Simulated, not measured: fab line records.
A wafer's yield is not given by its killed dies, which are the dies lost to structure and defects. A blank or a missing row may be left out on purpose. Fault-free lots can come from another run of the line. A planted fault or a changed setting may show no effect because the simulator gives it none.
A struck lot beside a sound one / flow n5Finfet / 39 out of 1938 route steps
Sound: wafers L636.1, L636.4, L636.6. Struck: wafer L632.5 (L632.3, L632.4, from the same lot, were not struck and are left out); the cause is given at the end.
Per side, at each step with rows, come the tool, then ch with its chambers, and then its first start. Under that, the readings that differ: sound wafers / struck wafers / difference of the means / sigmas: that difference in standard deviations of wafers without a fault.
alike: same words and numbers on both sides, and readings whose means sit less than 2 such deviations apart. not compared: any withheld reading, any reading some wafer has no value for, any bound like >300 that may hide the same value, and any number with overlapping values for which the record gives no deviation.
The two part at a step that has a row with sigmas, a row that says differs or no value, or rows on one side only. Numbers that have no deviation but don't overlap get no sigmas and don't part them. A reading that every wafer of one side lacks parts them only if that side has two wafers or more.

first, 10 steps without rows for these wafers: N5_PMOS_HMC_CHANNEL_EPI_PRECLEAN_37 (cleans in O3/DIW, time 45 s); N5_PMOS_HMC_CHANNEL_EPI_PRECLEAN_24 (cleans in DHF, time 30 s); N5_PMOS_HMC_CHANNEL_EPI_SRD_25 (time 30 s); N5_PMOS_HMC_CHANNEL_EPI_EPI_26 (deposits Si from SiH4/H2, target thk 3.8 nm, time 22.7 s); N5_FIN_SAQP_PRECLEAN_42 (cleans in O3/DIW, time 60 s); N5_FIN_SAQP_PRECLEAN_00 (cleans in SC1, time 60 s); N5_FIN_SAQP_PRECLEAN_44 (cleans in SC2, time 45 s); N5_FIN_SAQP_SRD_01 (time 30 s); N5_FIN_SAQP_ALD_61 (deposits SiO2, target thk 4 nm, pulse time 1 s, purge time 2 s); N5_FIN_SAQP_DENSIFY_62 (time 60 s).
N5_FIN_SAQP_HM_DEP_03: deposits SiNx from SiH4/NH3/N2, target thk 38 nm, time 33.6 s.
  sound on pecvd-03 ch 0,1, day 5 10:46; struck on pecvd-04 ch 0, day 4 09:03
  alike: heaterPowerW, showerheadPlenumPTorr, throttleValvePct
N5_FIN_SAQP_THK_MEAS_05:
  sound: filmMetro-01 at day 5 10:52; struck: filmMetro-02 at day 4 09:08
reading=thkNm (nm); sound=36.7 37.8 36.6; struck=29.0; difference=-8.0; sigmas=-15
then, 24 steps without rows for these wafers: N5_FIN_SAQP_PECVD_47 (deposits a-Si from SiH4/He, target thk 45 nm, time 36.3 s); N5_FIN_SAQP_PECVD_48 (deposits SiNx from SiH4/NH3/N2, target thk 25 nm, time 22.1 s); N5_FIN_SAQP_PECVD_06 (deposits a-Si from SiH4/He, target thk 60 nm, time 48.1 s); N5_FIN_SAQP_HM_DEP_72 (deposits SiO2 from SiH4/N2O, target thk 12 nm, time 7.2 s); N5_FIN_SAQP_COAT_49 (time 60 s, resist thk 100 nm); N5_FIN_SAQP_COAT_50 (time 60 s, resist thk 35 nm); N5_FIN_SAQP_COAT_10 (resist thk 90 nm); N5_FIN_SAQP_EBR_12; N5_FIN_SAQP_SOFTBAKE_11 (time 60 s); N5_FIN_SAQP_EXPOSE_13 (exposes mask FIN CORE, target cd 35.6 nm); N5_FIN_SAQP_PEB_14 (peb time 60 s); N5_FIN_SAQP_DEVELOP_15 (develop time 30 s); N5_FIN_SAQP_DESCUM_21 (chemistry O2, time 7.9 s); N5_FIN_SAQP_ETCH_51 (etches SiARC in CF4, target depth 45.5 nm, time 75.8 s); N5_FIN_SAQP_ETCH_52 (etches SOC in N2/H2, target depth 100 nm, overetch 20 nm, time 150 s); N5_FIN_SAQP_STRIP_53 (strips in N2/H2); N5_FIN_SAQP_HM_OPEN_73 (chemistry CHF3/O2, target SiO2, stops on a-Si, target depth 12 nm, time 16.8 s); N5_FIN_SAQP_STRIP_74 (strips in CHF3/O2); N5_FIN_SAQP_MANDREL_ETCH_22 (etches a-Si in HBr/Cl2, stops on SiNx, target depth 60 nm, bt time 10 s, time 30 s); N5_FIN_SAQP_STRIP_55 (strips in N2/H2); N5_FIN_SAQP_STRIP_23 (strips in SPM, time 750 s); N5_FIN_SAQP_SRD_66 (time 30 s); N5_FIN_SAQP_RECESS_75 (chemistry HF/NH3, target SiO2, target depth 14.4 nm, afs cycles 3, sublimation time 60 s); N5_FIN_SAQP_SPACER1_ALD_24 (deposits SiO2, target thk 20.3 nm, pulse time 1 s, purge time 2 s).
N5_FIN_SAQP_OCD_MEAS_76:
  sound: ocd-02 at day 5 15:43; struck: ocd-02 at day 4 14:32
reading=trenchDepthNm (nm); sound=122.6 122.4 122.9; struck=93.5; difference=-29.1; sigmas=-12
-- record jumps: 6 days separate the struck wafers' starts on either side; left off in module FIN_SAQP, taken up again in module BEOL_M4, whose first shown step is the route's number 1111 --
N5_BEOL_M4_RC_MEAS_101:
  sound on prober-02 ch 0, day 12 10:39; struck on prober-02 ch 0, day 10 20:01
reading=SS_P (mV/dec); sound=73.6 73.5 73.8; struck=75.0; difference=+1.4; sigmas=+2
  alike: DIBL_N, DIBL_P, IOFF_N, IOFF_P, ION_N, ION_P, SS_N, VT_N, VT_P
-- the record jumps here: 4 days lie between the struck wafers' starts before and after (it left off in module BEOL_M4 and takes up again in module PASSIVATION, whose first step shown is number 1936 of the route) --
N5_PASSIVATION_PROBE_49:
  sound: prober-01 at day 16 22:18; struck: prober-02 at day 15 01:12
reading=defectLimitedYield (%); sound=91.0 91.6 89.4; struck=50.2; difference=-40.5; sigmas=-27
reading=killed_at_M4_up; sound=15 6 9; struck=24; difference=+14; sigmas=+3
reading=killedAtFrontEnd; sound=35 37 58; struck=501; difference=+458; sigmas=+46
reading=killedDies; sound=106 99 125; struck=588; difference=+478; sigmas=+27
reading=killedOnRim; sound=13 17 14; struck=150; difference=+135; sigmas=+38
reading=sort_bin_5_function (%); sound=5.5 4.9 6.4; struck=18.8; difference=+13.2; sigmas=+15
reading=sort_bin_6_memory (%); sound=3.1 3.1 3.2; struck=4.7; difference=+1.6; sigmas=+2
reading=sortNPass; sound=1074 1081 1055; struck=592; difference=-478; sigmas=-27
  alike: killed_at_M0_to_M3, killedAtContacts, killedAtOther, killedOpen, killedShort, sort_bin_8_speed

== WHERE THEY PART ==
Earliest at N5_FIN_SAQP_THK_MEAS_05; latest, in this record, at N5_PASSIVATION_PROBE_49.

WHY: whatever the simulator had introduced
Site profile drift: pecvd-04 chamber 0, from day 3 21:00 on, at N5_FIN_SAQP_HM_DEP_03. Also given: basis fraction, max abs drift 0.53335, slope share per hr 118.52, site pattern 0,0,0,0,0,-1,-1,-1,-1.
